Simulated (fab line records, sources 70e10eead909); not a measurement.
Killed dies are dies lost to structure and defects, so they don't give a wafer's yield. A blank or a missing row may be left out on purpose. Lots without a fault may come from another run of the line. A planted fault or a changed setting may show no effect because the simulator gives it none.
A struck lot beside a sound one | flow nand_harc | 24 steps out of a route of 1302
Sound: wafers L956.3, L956.4, L956.6. Struck: wafer L966.5. (L966.1, L966.4 of the same lot were not struck and are left out.) The cause comes at the end.
At each step with rows: each side's tool, then ch and its chambers, then its first start. Under that, the readings that differ: sound wafers | struck wafers | difference of the means | sigmas: that difference in standard deviations of wafers without a fault.
alike: readings whose means differ by less than 2 such deviations, and words and numbers that are the same on both sides. not compared: withheld readings, readings that some wafer has no value for, bounds like >300 that may hide the same value, and numbers for which the record gives no deviation and whose values overlap.
The two part at a step that has a row with sigmas, a row that says differs or no value, or rows on one side only. Numbers that don't overlap but have no deviation are shown without sigmas and don't part them. A reading that every wafer of one side lacks parts them only if that side has two wafers or more.

NHARC_P_M1_INSPECT_27:
  sound on defect_inspect-01, day 6 22:47; struck on defect_inspect-02, day 11 02:18
  alike: raw_defect_count
NHARC_P_M1_PRE_CLEAN_32: time 12 s.
  sound on pecvd-02 ch 1,2, day 6 22:52; struck on pecvd-03 ch 1, day 11 02:23
  reading            | sound       | struck | difference | sigmas
  heater_power_w (W) | 470 464 643 | 745    | +219       | +3
NHARC_P_M1_DEP_33: deposits SiCN, target thk 30 nm.
  sound on pecvd-02 ch 1,2, day 6 22:58; struck on pecvd-03 ch 1, day 11 02:32
  alike: heater_power_w
then, 8 steps without rows for these wafers: NHARC_P_M2_DEP_00 (deposits SiOC, target thk 182.5 nm); NHARC_P_M2_DEHYDRATE_01 (time 120 s); NHARC_P_M2_HMDS_02 (time 30 s); NHARC_P_M2_COAT_34 (time 65 s); NHARC_P_M2_COAT_03 (resist thk 90 nm); NHARC_P_M2_SOFTBAKE_04 (time 55 s); NHARC_P_M2_EBR_05; NHARC_P_M2_EXPOSE_06 (exposes mask P M2, target cd 170 nm).
NHARC_P_M2_PEB_07: peb time 65 s.
  sound on litho_track-01 ch 0, day 6 23:57; struck on litho_track-04 ch 0, day 11 03:37
  reading                  | sound             | struck | difference | sigmas
  heater_power_total_W (W) | 157.1 157.2 157.1 | 195.3  | +38.2      | +98
then, 1 step without rows for these wafers: NHARC_P_M2_DEVELOP_08 (develop time 35 s).
NHARC_P_M2_CD_MEAS_09: target cd 170 nm.
  sound on cd_sem-03 ch 0, day 7 00:02; struck on cd_sem-01 ch 0, day 11 03:41
  reading    | sound             | struck | difference | sigmas
  cd_nm (nm) | 169.4 168.4 169.8 | 154.1  | -15.1      | -24
NHARC_P_M2_OVL_MEAS_10: pitch 340 nm.
  sound on overlay-01, day 7 00:07; struck on overlay-02, day 11 03:47
  alike: overlay_x_nm, overlay_y_nm
NHARC_P_M2_INSPECT_11:
  sound on defect_inspect-02, day 7 00:09; struck on defect_inspect-01, day 11 03:49
  reading          | sound | struck | difference | sigmas
  raw_defect_count | 3 3 5 | 11     | +7         | +3
NHARC_P_M2_DESCUM_14: chemistry O2, time 3 s.
  sound on rie_diel-10 ch 0,3, day 7 00:13; struck on rie_diel-09 ch 2, day 11 03:53
  reading               | sound             | struck | difference | sigmas
  model.P_M2.cd_nm (nm) | 169.9 169.2 169.8 | 154    | -16        |
  alike: drypump_motor_current_A, o2_flow_sccm, oes_product_au, rf_vpp_V, showerhead_plenum_p_Torr, throttle_valve_pct
  not compared: rf_hours_counter_h
NHARC_P_M2_ETCH_35: etches the open film in N2/H2, target depth 40 nm, overetch 12 nm, time 43.94 s.
  sound on rie_diel-10 ch 1,2,3, day 7 00:18; struck on rie_diel-09 ch 2, day 11 03:58
  reading               | sound             | struck | difference | sigmas
  oes_product_au (a.u.) | 0.999 1.000 0.977 | 1.018  | +0.026     | +3
  alike: drypump_motor_current_A, rf_vpp_V, showerhead_plenum_p_Torr, throttle_valve_pct
  not compared: rf_hours_counter_h
NHARC_P_M2_ETCH_15: etches the open film in C4F8/Ar, target depth 182.5 nm, time 91.2 s.
  sound on rie_diel-10 ch 1,2,3; struck on rie_diel-09 ch 1
  alike: oes_product_au, rf_vpp_V
  not compared: rf_hours_counter_h
NHARC_P_M2_CD_MEAS_16:
  sound on cd_sem-01, day 7 00:31; struck on cd_sem-02, day 11 04:11
  reading    | sound             | struck | difference | sigmas
  cd_nm (nm) | 170.7 169.8 169.8 | 153.9  | -16.2      | -20
NHARC_P_M2_STRIP_18: strips in N2/H2.
  sound on rie_diel-10 ch 0,2, day 7 00:35; struck on rie_diel-09 ch 1, day 11 04:15
  reading      | sound          | struck | difference | sigmas
  rf_vpp_V (V) | 91.5 90.2 93.7 | 89.4   | -2.4       | -2
  alike: drypump_motor_current_A, oes_product_au, showerhead_plenum_p_Torr, throttle_valve_pct
  not compared: rf_hours_counter_h
NHARC_P_M2_ETCH_28: etches the open film in CF4/N2, target depth 30 nm, time 72.99 s.
  sound on rie_diel-10 ch 0,2,3; struck on rie_diel-09 ch 1
  reading               | sound             | struck | difference | sigmas
  model.P_M2.cd_nm (nm) | 171.3 169.8 169.9 | 154.7  | -15.6      |
  alike: drypump_motor_current_A, oes_product_au, rf_vpp_V, showerhead_plenum_p_Torr, throttle_valve_pct
  not compared: rf_hours_counter_h
then, 2 steps without rows for these wafers: NHARC_P_M2_STRIP_19 (strips in post etch residue remover, time 600 s); NHARC_END_SORT_01.

WHERE THEY PART
First at NHARC_P_M1_PRE_CLEAN_32; last, within this record, at NHARC_P_M2_STRIP_18. Later steps at which nothing parts them and some readings are alike: NHARC_P_M2_ETCH_28.

WHY: what the simulator had put in
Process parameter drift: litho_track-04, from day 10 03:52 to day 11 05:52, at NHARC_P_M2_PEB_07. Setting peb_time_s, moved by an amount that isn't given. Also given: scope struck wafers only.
